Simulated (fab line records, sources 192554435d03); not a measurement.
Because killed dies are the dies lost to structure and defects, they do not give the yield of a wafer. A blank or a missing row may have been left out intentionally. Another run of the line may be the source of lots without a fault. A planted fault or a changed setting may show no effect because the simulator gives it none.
fab line records | flow n5_finfet
record lots=8 | wafers=24 | last_day=17
route steps=1938 shown GATE_CUT@513 MOL_CONTACT_COAG@523 BEOL_M4@1111 PASSIVATION@1936
lots with no fault: from the same line, run without faults
start_h: hours from the record's first day to the start of the lot's first wafer shown | wait_h: how many hours have passed since the lot's step before this one | " the same as in the row above | L1.1+2: one row covering several wafers at once | - either no value or no given start | * or withheld: withheld | < > ~ a bound
route shown NAME@n: names a module that has steps shown in the file, with the first one's number in the route | usual: average and standard deviation across the fault-free wafers | same: alike in all rows | chamber/n: place in a boat | sites: readings site by site | _std_site: the values' standard deviation | _edge_site: the outer-site mean with the inner-site mean subtracted | radius_mm: how far each site lies from the wafer's centre | mask NAME#n: copy n | behind: the last tool/chamber to shape the wafer | hold: why the lot went on hold/how many hours it stayed there/how the hold came to an end | device: names the non-switching transistor (n, p or np) | end of line: the same wafers' tests at the end of the route | a step without rows: its recipe alone | killed: count of dies lost to structure and defects at first sort (not the wafer's yield) | map: per-die view of a wafer (x killed, . not killed, _ where there is no die)
set.NAME: the setting as run; set.NAME@STEP: as run at that earlier step | model.NAME: the simulator's own value behind a step, which no gauge read
steps of the route over a sample of lots; a table a step, a row a wafer
services: from which hour (start_h, from the record's first day; less than 0 if before it) a tool's chamber was out of use, for how many hours, and why
## steps
# step N5_GATE_CUT_CMP_43
# recipe material=SiO2 | post_cmp_clean=rinse_only
# usual motor_current_A=12.3/0.78
lot.wafer | tool   | chamber | start_h | wait_h | motor_current_A
L440.1    | cmp-02 | 1       | 87.53   | 0.0    | 13.4
L440.3    | "      | 3       | "       | "      | 11.3
L440.6    | "      | 1       | "       | "      | 13.2
L445.4    | cmp-03 | 3       | 118.36  | 0.1    | 12.4
L445.1    | "      | 1       | "       | "      | 13.3
L445.5    | "      | 3       | "       | "      | 12.4
L452.3    | cmp-02 | 0       | 162.88  | 0.1    | 13.6
L452.2    | "      | 1       | "       | "      | 13.3
L452.6    | "      | 0       | "       | "      | 13.0
L453.1    | cmp-02 | 2       | 164.23  | 0.1    | 13.0
L453.5    | "      | 1       | "       | "      | 12.6
L453.6    | "      | 2       | "       | "      | 13.6
L454.4    | cmp-03 | 3       | 170.75  | 0.2    | 13.4
L454.6    | "      | 1       | "       | "      | 13.3
L454.5    | "      | 2       | "       | "      | 12.7
L457.4    | cmp-03 | 1       | 192.31  | 0.0    | 12.4
L457.2    | "      | 2       | "       | "      | 12.5
L457.6    | "      | 1       | "       | "      | 12.5
L458.3    | cmp-01 | 1       | 198.54  | 0.0    | 12.4
L458.1    | "      | 2       | "       | "      | 11.4
L458.2    | "      | 3       | "       | "      | 11.9
L463.4    | cmp-01 | 2       | 229.25  | 0.1    | 11.8
L463.3    | "      | 0       | "       | "      | 11.7
L463.5    | "      | 1       | "       | "      | 12.2
# step N5_MOL_CONTACT_COAG_EXPOSE_05
# recipe mask_id=CA | na=0.33 | source_shape=annular | sigma_inner=0.4 | sigma_outer=0.8 | polarization=unpolarized | defocus_nm=0 | dose_mj=38.25
lot.wafer  | tool           | chamber | start_h | wait_h | mask
L440.1+3+6 | euv_scanner-02 | 0       | 88.54   | -      | CA#0
L445.1+4+5 | euv_scanner-02 | 0       | 119.37  | -      | CA#0
L452.2+3+6 | euv_scanner-01 | 0       | 163.69  | -      | CA#0
L453.1+5+6 | euv_scanner-01 | 0       | 165.03  | -      | CA#0
L454.4+5+6 | euv_scanner-01 | 0       | 171.49  | -      | CA#0
L457.2+4+6 | euv_scanner-01 | 0       | 193.32  | -      | CA#0
L458.1+2+3 | euv_scanner-01 | 0       | 199.42  | -      | CA#0
L463.3+4+5 | euv_scanner-02 | 0       | 230.06  | -      | CA#0
# step N5_MOL_CONTACT_COAG_CD_MEAS_08
# recipe target_cd_nm=28 | landing_energy_ev=500 | detector=se_inlens | polarity=opening
# usual cd_nm=27.99/0.23
# same landing_energy_ev=500
lot.wafer | tool      | chamber | start_h | wait_h | cd_nm
L440.1    | cd_sem-03 | 0       | 88.67   | -      | 28.17
L440.3    | "         | 0       | "       | "      | 27.98
L440.6    | "         | 0       | "       | "      | 28.46
L445.1    | cd_sem-01 | 0       | 119.50  | -      | 27.96
L445.4    | "         | 0       | "       | "      | 28.09
L445.5    | "         | 0       | "       | "      | 28.16
L452.2    | cd_sem-02 | 0       | 163.81  | -      | 27.94
L452.3    | "         | 0       | "       | "      | 27.96
L452.6    | "         | 0       | "       | "      | 27.72
L453.1    | cd_sem-02 | 0       | 165.16  | -      | 28.58
L453.5    | "         | 0       | "       | "      | 28.22
L453.6    | "         | 0       | "       | "      | 28.01
L454.4    | cd_sem-03 | 0       | 171.60  | -      | 27.82
L454.5    | "         | 0       | "       | "      | 27.93
L454.6    | "         | 0       | "       | "      | 28.01
L457.2    | cd_sem-03 | 0       | 193.44  | -      | 25.41
L457.4    | "         | 0       | "       | "      | 25.99
L457.6    | "         | 0       | "       | "      | 28.23
L458.1    | cd_sem-02 | 0       | 199.55  | -      | 27.82
L458.2    | "         | 0       | "       | "      | 25.98
L458.3    | "         | 0       | "       | "      | 27.80
L463.3    | cd_sem-03 | 0       | 230.18  | -      | 28.23
L463.4    | "         | 0       | "       | "      | 28.38
L463.5    | "         | 0       | "       | "      | 28.21
# step N5_MOL_CONTACT_COAG_DESCUM_13
# recipe chemistry=O2 | time_s=7 | source_power_w=50 | bias_power_w=20 | pressure_mtorr=20 | rf_frequency_hz=2.712e+07 | temp_c=40 | resist=CAR-EUV | o2_flow_sccm=225
# usual chamber_pressure_mTorr=20.000/0.018 | drypump_motor_current_A=5.6/0.4 | oes_product_au=0.78/0.086 | rf_vpp_V=242.7/1.2 | showerhead_plenum_p_Torr=2.06/0.064 | throttle_valve_pct=20.43/0.14
lot.wafer | tool        | chamber | start_h | wait_h | chamber_pressure_mTorr | drypump_motor_current_A | oes_product_au | rf_hours_counter_h | rf_vpp_V | showerhead_plenum_p_Torr | throttle_valve_pct
L440.1    | rie_diel-06 | 2       | 89.20   | 0.4    | 20.010                 | 5.5                     | 0.77           | 155                | 241.2    | 2.09                     | 20.69
L440.3    | "           | 1       | "       | "      | 20.004                 | 6.2                     | 1.00           | 4                  | 242.5    | 2.03                     | 20.36
L440.6    | "           | 1       | "       | "      | 19.996                 | 6.2                     | 1.00           | -                  | 242.3    | 2.03                     | 20.37
L445.1    | rie_diel-04 | 2       | 119.65  | 0.1    | 20.004                 | 6.0                     | 0.72           | 187                | 242.8    | 2.07                     | 20.37
L445.4    | "           | 1       | "       | "      | 19.999                 | 5.1                     | 0.79           | 130                | 241.0    | 1.99                     | 20.59
L445.5    | "           | 3       | "       | "      | 20.003                 | 5.5                     | 0.80           | -                  | 242.8    | 2.04                     | 20.52
L452.2    | rie_diel-06 | 3       | 164.01  | 0.1    | 19.997                 | 5.5                     | 0.87           | 56                 | 242.2    | 2.04                     | 20.29
L452.3    | "           | 0       | "       | "      | 19.968                 | 5.7                     | 0.65           | 252                | 242.8    | 2.05                     | 20.43
L452.6    | "           | 3       | "       | "      | 19.982                 | 5.5                     | 0.86           | -                  | 241.0    | 2.04                     | 20.28
L453.1    | rie_diel-02 | 2       | 165.28  | 0.0    | 20.013                 | 4.8                     | 0.75           | 173                | 245.2    | 2.18                     | 20.43
L453.5    | "           | 1       | "       | "      | 19.992                 | 5.6                     | 0.72           | -                  | 241.9    | 1.98                     | 20.17
L453.6    | "           | 2       | "       | "      | 19.992                 | 4.8                     | 0.75           | -                  | 244.3    | 2.18                     | 20.42
L454.4    | rie_diel-02 | 0       | 171.75  | 0.1    | 19.988                 | 5.9                     | 0.72           | 229                | 246.2    | 2.17                     | 20.38
L454.5    | "           | 2       | "       | "      | 19.992                 | 4.8                     | 0.75           | -                  | 243.7    | 2.18                     | 20.44
L454.6    | "           | 1       | "       | "      | 19.995                 | 5.6                     | 0.72           | -                  | 239.9    | 1.98                     | 20.19
L457.2    | rie_diel-02 | 0       | 193.57  | 0.0    | 19.988                 | 5.9                     | 0.72           | 235                | 243.9    | 2.16                     | 20.37
L457.4    | "           | 2       | "       | "      | 19.989                 | 4.8                     | 0.74           | 183                | 244.8    | 2.18                     | 20.45
L457.6    | "           | 3       | "       | "      | 19.962                 | 5.2                     | 0.85           | -                  | 241.2    | 2.03                     | 20.46
L458.1    | rie_diel-02 | 2       | 199.67  | 0.0    | 20.025                 | 4.8                     | 0.74           | 186                | 244.5    | 2.18                     | 20.46
L458.2    | "           | 1       | "       | "      | 20.005                 | 5.7                     | 0.72           | 205                | 241.5    | 1.98                     | 20.20
L458.3    | "           | 3       | "       | "      | 20.027                 | 5.2                     | 0.84           | 55                 | 241.1    | 2.03                     | 20.48
L463.3    | rie_diel-02 | 1       | 230.31  | 0.0    | 20.000                 | 5.6                     | 0.72           | 217                | 240.4    | 1.97                     | 20.22
L463.4    | "           | 0       | "       | "      | 19.979                 | 5.9                     | 0.71           | 246                | 244.2    | 2.16                     | 20.40
L463.5    | "           | 2       | "       | "      | 19.993                 | 4.8                     | 0.73           | -                  | 244.0    | 2.17                     | 20.47
# step N5_MOL_CONTACT_COAG_ETCH_106
# recipe chemistry=N2/H2 | target=SOC | target_depth_a=800 | overetch_a=160 | mask_material=SiARC | temp_c=40 | time_s=120 | ion_energy_ev=200 | pressure_mtorr=30 | source_w=840 | bias_w=150 | n2_flow_sccm=200 | h2_flow_sccm=200
# usual chamber_pressure_mTorr=30.00/0.034 | drypump_motor_current_A=5.6/0.4 | oes_product_au=0.70/0.075 | rf_vpp_V=523.0/1.9 | showerhead_plenum_p_Torr=2.51/0.072 | throttle_valve_pct=17.88/0.26
lot.wafer | tool        | chamber | start_h | wait_h | chamber_pressure_mTorr | drypump_motor_current_A | oes_product_au | rf_hours_counter_h | rf_vpp_V | showerhead_plenum_p_Torr | throttle_valve_pct
L440.1    | rie_diel-06 | 2       | 89.28   | 0.0    | 30.00                  | 5.5                     | 0.69           | 155                | 522.8    | 2.57                     | 18.27
L440.3    | "           | 1       | "       | "      | 30.05                  | 6.2                     | 0.88           | 4                  | 522.5    | 2.50                     | 17.91
L440.6    | "           | 1       | "       | "      | 29.99                  | 6.2                     | 0.88           | -                  | 522.7    | 2.50                     | 17.89
L445.1    | rie_diel-04 | 2       | 119.74  | 0.0    | 30.01                  | 6.0                     | 0.64           | 187                | 524.2    | 2.51                     | 17.65
L445.4    | "           | 1       | "       | "      | 30.01                  | 5.2                     | 0.69           | 130                | 520.4    | 2.46                     | 18.35
L445.5    | "           | 3       | "       | "      | 30.02                  | 5.5                     | 0.70           | -                  | 520.3    | 2.42                     | 17.41
L452.2    | rie_diel-06 | 3       | 164.09  | 0.0    | 30.01                  | 5.5                     | 0.77           | 57                 | 522.5    | 2.47                     | 17.71
L452.3    | "           | 0       | "       | "      | 30.00                  | 5.7                     | 0.59           | 252                | 523.4    | 2.52                     | 18.03
L452.6    | "           | 3       | "       | "      | 29.95                  | 5.5                     | 0.77           | -                  | 523.0    | 2.47                     | 17.71
L453.1    | rie_diel-02 | 2       | 165.36  | 0.0    | 29.98                  | 4.8                     | 0.68           | 173                | 526.4    | 2.65                     | 17.83
L453.5    | "           | 1       | "       | "      | 29.99                  | 5.7                     | 0.64           | -                  | 520.3    | 2.41                     | 17.60
L453.6    | "           | 2       | "       | "      | 29.96                  | 4.8                     | 0.68           | -                  | 526.3    | 2.65                     | 17.82
L454.4    | rie_diel-02 | 0       | 171.83  | 0.0    | 30.00                  | 5.9                     | 0.64           | 229                | 526.1    | 2.62                     | 17.71
L454.5    | "           | 2       | "       | "      | 29.97                  | 4.8                     | 0.67           | -                  | 526.0    | 2.65                     | 17.82
L454.6    | "           | 1       | "       | "      | 29.99                  | 5.7                     | 0.64           | -                  | 520.8    | 2.41                     | 17.62
L457.2    | rie_diel-02 | 0       | 193.65  | 0.0    | 30.00                  | 5.9                     | 0.63           | 235                | 525.2    | 2.61                     | 17.70
L457.4    | "           | 2       | "       | "      | 30.04                  | 4.8                     | 0.67           | 183                | 525.9    | 2.64                     | 17.84
L457.6    | "           | 3       | "       | "      | 30.03                  | 5.2                     | 0.76           | -                  | 522.6    | 2.50                     | 18.12
L458.1    | rie_diel-02 | 2       | 199.75  | 0.0    | 30.03                  | 4.8                     | 0.67           | 186                | 525.8    | 2.64                     | 17.85
L458.2    | "           | 1       | "       | "      | 29.96                  | 5.6                     | 0.64           | 205                | 520.9    | 2.41                     | 17.61
L458.3    | "           | 3       | "       | "      | 30.01                  | 5.2                     | 0.76           | 55                 | 523.3    | 2.50                     | 18.10
L463.3    | rie_diel-02 | 1       | 230.39  | 0.0    | 30.01                  | 5.7                     | 0.63           | 217                | 521.2    | 2.40                     | 17.63
L463.4    | "           | 0       | "       | "      | 30.01                  | 5.9                     | 0.63           | 246                | 526.2    | 2.61                     | 17.71
L463.5    | "           | 2       | "       | "      | 29.98                  | 4.9                     | 0.66           | -                  | 525.3    | 2.64                     | 17.87
# step N5_MOL_CONTACT_COAG_CD_MEAS_99
# recipe target_cd_nm=17.2 | polarity=opening
# usual cd_nm=17.3/0.43
lot.wafer | tool      | chamber | start_h | wait_h | cd_nm
L440.1    | cd_sem-01 | -       | 89.60   | -      | 17.0
L440.3    | "         | -       | "       | "      | 17.7
L440.6    | "         | -       | "       | "      | 17.5
L445.1    | cd_sem-01 | -       | 120.05  | -      | 16.7
L445.4    | "         | -       | "       | "      | 17.0
L445.5    | "         | -       | "       | "      | 17.0
L452.2    | cd_sem-03 | -       | 164.40  | -      | 17.4
L452.3    | "         | -       | "       | "      | 17.1
L452.6    | "         | -       | "       | "      | 17.5
L453.1    | cd_sem-01 | -       | 165.68  | -      | 17.9
L453.5    | "         | -       | "       | "      | 17.2
L453.6    | "         | -       | "       | "      | 17.9
L454.4    | cd_sem-01 | -       | 172.15  | -      | 16.8
L454.5    | "         | -       | "       | "      | 17.5
L454.6    | "         | -       | "       | "      | 16.9
L457.2    | cd_sem-03 | -       | 193.96  | -      | 14.2
L457.4    | "         | -       | "       | "      | 15.4
L457.6    | "         | -       | "       | "      | 17.2
L458.1    | cd_sem-01 | -       | 200.07  | -      | 17.7
L458.2    | "         | -       | "       | "      | 15.5
L458.3    | "         | -       | "       | "      | 17.2
L463.3    | cd_sem-02 | -       | 230.71  | -      | 17.3
L463.4    | "         | -       | "       | "      | 17.8
L463.5    | "         | -       | "       | "      | 17.6
# step N5_BEOL_M4_RC_MEAS_101
# usual DIBL_N=37.3/2.3 | DIBL_P=37.4/2.9 | IOFF_N=0.18/0.045 | IOFF_P=0.25/0.054 | ION_N=679/15 | ION_P=468/9.7 | RC_DENSE_N=18.9/0.7 | RC_DENSE_P=23.6/0.89 | RC_N=15.4/0.53 | RC_P=19.3/0.69 | SS_N=71.8/0.62 | SS_P=73.6/0.76 | VT_N=248/4.1 | VT_P=-248/3.6
lot.wafer | tool      | chamber | start_h | wait_h | DIBL_N[mV/V] | DIBL_P[mV/V] | IOFF_N[nA/um] | IOFF_P[nA/um] | ION_N[uA/um] | ION_P[uA/um] | RC_DENSE_N[ohm.um] | RC_DENSE_P[ohm.um] | RC_N[ohm.um] | RC_P[ohm.um] | SS_N[mV/dec] | SS_P[mV/dec] | VT_N[mV] | VT_P[mV]
L440.1    | prober-02 | 0       | 163.72  | 0.0    | 40.0         | 39.1         | 0.22          | 0.33          | 686          | 470          | 19.2               | 24.2               | 15.9         | 19.8         | 71.7         | 73.7         | 242      | -242
L440.3    | "         | 0       | "       | "      | 36.8         | 35.1         | 0.16          | 0.23          | 680          | 469          | 18.2               | 22.6               | 14.7         | 18.4         | 71.4         | 73.0         | 249      | -248
L440.6    | "         | 0       | "       | "      | 42.1         | 40.9         | 0.27          | 0.35          | 691          | 472          | 18.5               | 23.2               | 15.4         | 18.8         | 72.3         | 74.2         | 243      | -241
L445.1    | prober-02 | 0       | 195.36  | 0.0    | 39.0         | 39.4         | 0.20          | 0.25          | 681          | 464          | 19.6               | 24.6               | 16.0         | 20.1         | 71.6         | 74.0         | 247      | -249
L445.4    | "         | 0       | "       | "      | 40.6         | 43.2         | 0.26          | 0.31          | 693          | 473          | 19.4               | 24.7               | 16.0         | 20.2         | 72.8         | 74.9         | 243      | -248
L445.5    | "         | 0       | "       | "      | 37.3         | 38.2         | 0.17          | 0.22          | 698          | 469          | 19.1               | 24.3               | 15.6         | 19.8         | 72.0         | 73.0         | 248      | -251
L454.4    | prober-01 | 0       | 242.36  | 0.5    | 38.6         | 39.5         | 0.19          | 0.26          | 668          | 457          | 19.4               | 24.2               | 15.8         | 19.9         | 72.1         | 74.2         | 248      | -251
L454.5    | "         | 0       | "       | "      | 37.7         | 38.2         | 0.17          | 0.25          | 683          | 469          | 18.7               | 23.0               | 15.1         | 18.8         | 72.4         | 73.5         | 248      | -251
L454.6    | "         | 0       | "       | "      | 35.2         | 35.6         | 0.12          | 0.21          | 647          | 448          | 19.1               | 23.9               | 15.6         | 19.4         | 72.0         | 74.0         | 253      | -252
L452.2    | prober-02 | 0       | 242.59  | 0.2    | 39.9         | 41.3         | 0.23          | 0.32          | 704          | 487          | 18.7               | 23.3               | 15.2         | 19.1         | 72.3         | 74.4         | 243      | -244
L452.3    | "         | 0       | "       | "      | 41.4         | 42.9         | 0.26          | 0.39          | 688          | 475          | 18.7               | 23.0               | 15.1         | 18.8         | 72.9         | 74.6         | 241      | -241
L452.6    | "         | 0       | "       | "      | 40.8         | 42.1         | 0.24          | 0.35          | 692          | 484          | 18.3               | 22.6               | 15.0         | 18.7         | 71.7         | 74.7         | 241      | -241
L453.1    | prober-02 | 0       | 260.49  | 0.0    | 39.9         | 41.6         | 0.25          | 0.33          | 703          | 481          | 17.6               | 22.0               | 14.4         | 18.0         | 71.6         | 73.8         | 245      | -243
L453.5    | "         | 0       | "       | "      | 33.8         | 33.4         | 0.12          | 0.18          | 675          | 470          | 19.2               | 24.3               | 15.8         | 19.9         | 71.2         | 72.9         | 252      | -251
L453.6    | "         | 0       | "       | "      | 36.5         | 36.2         | 0.15          | 0.22          | 658          | 465          | 18.0               | 22.4               | 14.8         | 18.3         | 71.5         | 73.8         | 253      | -247
L457.2    | prober-01 | 0       | 270.82  | 0.2    | 38.4         | 39.6         | 0.22          | 0.29          | 666          | 455          | 25.3               | 31.4               | 20.1         | 25.4         | 73.0         | 74.3         | 248      | -246
L457.4    | "         | 0       | "       | "      | 36.5         | 37.6         | 0.18          | 0.25          | 691          | 471          | 21.9               | 27.1               | 17.8         | 22.1         | 71.3         | 74.1         | 248      | -246
L457.6    | "         | 0       | "       | "      | 37.4         | 38.9         | 0.21          | 0.28          | 703          | 474          | 19.1               | 24.0               | 15.6         | 19.5         | 71.7         | 74.2         | 245      | -244
L458.1    | prober-01 | 0       | 274.23  | 0.0    | 38.1         | 38.7         | 0.18          | 0.23          | 679          | 459          | 18.2               | 22.7               | 14.8         | 18.6         | 72.0         | 73.5         | 246      | -250
L458.2    | "         | 0       | "       | "      | 39.1         | 39.5         | 0.20          | 0.24          | 670          | 456          | 22.2               | 27.8               | 18.2         | 22.5         | 71.9         | 73.8         | 246      | -250
L458.3    | "         | 0       | "       | "      | 36.4         | 35.6         | 0.16          | 0.19          | 685          | 465          | 19.3               | 24.0               | 15.6         | 19.4         | 71.9         | 73.0         | 249      | -252
L463.3    | prober-02 | 0       | 301.76  | 0.3    | 38.2         | 36.8         | 0.19          | 0.30          | 680          | 476          | 18.7               | 23.3               | 15.4         | 19.0         | 71.5         | 73.7         | 246      | -242
L463.4    | "         | 0       | "       | "      | 37.2         | 36.0         | 0.18          | 0.26          | 681          | 468          | 19.2               | 23.8               | 15.6         | 19.5         | 71.3         | 73.0         | 246      | -246
L463.5    | "         | 0       | "       | "      | 34.7         | 33.0         | 0.13          | 0.21          | 675          | 472          | 18.2               | 22.6               | 14.9         | 18.4         | 71.0         | 72.6         | 251      | -248
# step N5_PASSIVATION_PROBE_49
# usual defect_limited_yield=91.3/1.5 | killed_at_M0_to_M3=35/8.7 | killed_at_M4_up=14/5.5 | killed_at_contacts=11/5.6 | killed_at_front_end=39/13 | killed_at_other=3.7/2.2 | killed_dies=103/18 | killed_open=69/14 | killed_short=33/7.8 | sort_bin_4_leakage=0.02/0.15 | sort_bin_5_function=5.1/0.99 | sort_bin_6_memory=3.3/0.67 | sort_bin_8_speed=0.02/0.17 | sort_n_pass=1077/18 | sort_yield_pct=91.2/1.5
# same gross_dies=1180 | killed_at_back_side=0
lot.wafer | tool      | chamber | start_h | wait_h | defect_limited_yield[%] | killed_at_M0_to_M3 | killed_at_M4_up | killed_at_contacts | killed_at_front_end | killed_at_other | killed_dies | killed_open | killed_short | sort_bin_4_leakage[%] | sort_bin_5_function[%] | sort_bin_6_memory[%] | sort_bin_8_speed[%] | sort_n_pass | sort_yield_pct[%]
L458.1    | prober-02 | -       | 377.61  | 0.0    | 89.4                    | 52                 | 12              | 12                 | 45                  | 4               | 125         | 64          | 58           | 0                     | 5.6                    | 4.6                  | 0                   | 1055        | 89.4
L458.2    | prober-02 | -       | 377.66  | 0.1    | 92.1                    | 37                 | 8               | 15                 | 28                  | 5               | 93          | 49          | 36           | 0                     | 4.6                    | 3.1                  | 0                   | 1087        | 92.1
L458.3    | prober-02 | -       | 377.71  | 0.1    | 91.0                    | 37                 | 15              | 20                 | 27                  | 7               | 106         | 69          | 35           | 0                     | 5.2                    | 3.4                  | 0                   | 1074        | 91.0
L457.2    | prober-01 | -       | 378.00  | 0.1    | 89.6                    | 27                 | 18              | 40                 | 34                  | 4               | 123         | 65          | 22           | 0                     | 6.4                    | 3.5                  | 0.08                | 1057        | 89.6
L457.4    | prober-01 | -       | 378.10  | 0.2    | 93.7                    | 22                 | 9               | 15                 | 24                  | 4               | 74          | 46          | 17           | 0                     | 4.1                    | 1.9                  | 0                   | 1106        | 93.7
L457.6    | prober-01 | -       | 378.20  | 0.3    | 93.0                    | 17                 | 25              | 10                 | 29                  | 2               | 83          | 55          | 24           | 0                     | 4.4                    | 2.5                  | 0                   | 1097        | 93.0
# killed by level:class
L458.1 BEOL_M0_SAQP:geometric_particle:short=14 MOL_CONTACT_COAG:geometric_particle:open=9 BEOL_M2:geometric_particle:open=9 FIN_SAQP:geometric_particle:short=8 GATE_CUT:geometric_particle:short=8 BEOL_M0_SAQP:geometric_particle:open=7 BEOL_M1:geometric_particle:open=7 BEOL_M3:geometric_particle:open=6
L458.2 BEOL_M0_SAQP:geometric_particle:short=11 BEOL_M0_SAQP:geometric_particle:open=11 STI_FIN_REVEAL:geometric_particle:open=8 MOL_CONTACT_COAG:geometric_particle:open=7 FIN_SAQP:geometric_particle:short=6 MOL_CONTACT_COAG:area_expose=6 BEOL_M2:geometric_particle:open=5 BEOL_M2:geometric_particle:short=4
L458.3 MOL_CONTACT_COAG:geometric_particle:open=15 BEOL_M0_SAQP:geometric_particle:short=12 BEOL_M2:geometric_particle:open=7 BEOL_M4:geometric_particle:open=7 DUMMY_GATE:geometric_particle:open=6 BEOL_M0_SAQP:geometric_particle:open=6 GATE_CUT:geometric_particle:short=5 MOL_CONTACT_COAG:geometric_particle:short=5
L457.2 MOL_CONTACT_COAG:area_expose=32 FIN_SAQP:geometric_particle:short=11 BEOL_M3:geometric_particle:open=11 BEOL_M4:geometric_particle:open=9 FIN_SAQP:geometric_particle:open=6 MOL_CONTACT_COAG:geometric_particle:open=6 STI_FIN_REVEAL:geometric_particle:open=5 BEOL_M0_SAQP:geometric_particle:open=5
L457.4 MOL_CONTACT_COAG:area_expose=10 FIN_SAQP:geometric_particle:short=7 STI_FIN_REVEAL:geometric_particle:open=7 BEOL_M0_SAQP:geometric_particle:open=7 BEOL_M1:geometric_particle:open=6 BEOL_M4:geometric_particle:open=6 MOL_CONTACT_COAG:geometric_particle:open=5 BEOL_M3:geometric_particle:open=5
L457.6 BEOL_M4:geometric_particle:open=15 MOL_CONTACT_COAG:geometric_particle:open=9 GATE_CUT:geometric_particle:short=8 STI_FIN_REVEAL:geometric_particle:open=7 BEOL_M3:geometric_particle:open=6 BEOL_M4:geometric_particle:short=4 STARTING-WAFER:geometric_particle:open=4 GATE_CUT:geometric_particle:open=3
## services
tool           | chamber | start_h | hours | kind
euv_scanner-02 | -       | 67.30   | 3.0   | repair
euv_scanner-01 | -       | 68.56   | 1.3   | repair
rie_diel-02    | 1       | 71.49   | 3.0   | repair
cmp-02         | -       | 72.33   | 2.2   | repair
euv_scanner-02 | -       | 77.35   | 1.0   | pm
cmp-02         | -       | 82.17   | 0.3   | repair
euv_scanner-01 | -       | 83.94   | 5.8   | pm
euv_scanner-01 | -       | 90.39   | 1.0   | pm
cmp-03         | -       | 93.83   | 3.2   | repair
euv_scanner-01 | -       | 97.42   | 0.2   | repair
euv_scanner-01 | -       | 118.25  | 17.3  | pm
cmp-02         | -       | 127.19  | 4.0   | pm
euv_scanner-02 | -       | 135.55  | 1.0   | pm
euv_scanner-01 | -       | 146.54  | 1.0   | pm
rie_diel-06    | 2       | 148.52  | 29.0  | repair
rie_diel-02    | 3       | 166.84  | 4.9   | repair
euv_scanner-02 | -       | 168.35  | 4.6   | pm
rie_diel-02    | -       | 177.25  | 2.8   | pm
cmp-02         | -       | 179.60  | 1.8   | repair
euv_scanner-02 | -       | 189.65  | 1.0   | pm
rie_diel-02    | 0       | 197.42  | 3.8   | repair
euv_scanner-01 | -       | 202.69  | 1.0   | pm
euv_scanner-02 | -       | 214.39  | 0.4   | repair
euv_scanner-01 | -       | 215.04  | 4.6   | pm
## key
first_sign step=N5_MOL_CONTACT_COAG_CD_MEAS_08 | reading=cd_nm | direction=down | sigmas=9.6 | usual=27.99 | struck=25.79
effect step=N5_MOL_CONTACT_COAG_CD_MEAS_99 | reading=cd_nm | direction=down | sigmas=5.2 | usual=17.3 | struck=15.0
effect step=N5_BEOL_M4_RC_MEAS_101 | reading=RC_N | direction=up | sigmas=6.2 | usual=15.4 | struck=18.7
effect step=N5_BEOL_M4_RC_MEAS_101 | reading=RC_DENSE_N | direction=up | sigmas=6 | usual=18.9 | struck=23.1
effect step=N5_BEOL_M4_RC_MEAS_101 | reading=RC_P | direction=up | sigmas=6 | usual=19.3 | struck=23.3
effect step=N5_BEOL_M4_RC_MEAS_101 | reading=RC_DENSE_P | direction=up | sigmas=5.8 | usual=23.6 | struck=28.8
effect step=N5_PASSIVATION_PROBE_49 | reading=killed_at_contacts | direction=up | sigmas=2.1 | usual=11 | struck=23 | wafers_moved=1
met_at N5_MOL_CONTACT_COAG_EXPOSE_05
struck_lots L457,L458
struck_wafers L457.2,L457.4,L458.2
not_acting_at N5_GATE_CUT_CMP_43,N5_MOL_CONTACT_COAG_DESCUM_13,N5_MOL_CONTACT_COAG_ETCH_106
onset_between 171.49 193.32
fault kind=process_parameter_drift | tool=euv_scanner-01 | chamber=- | onset_h=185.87 | steps=N5_MOL_CONTACT_COAG_EXPOSE_05 | channel=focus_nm | offset=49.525 | shape=step | end_h=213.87 | scope=struck_wafers_only
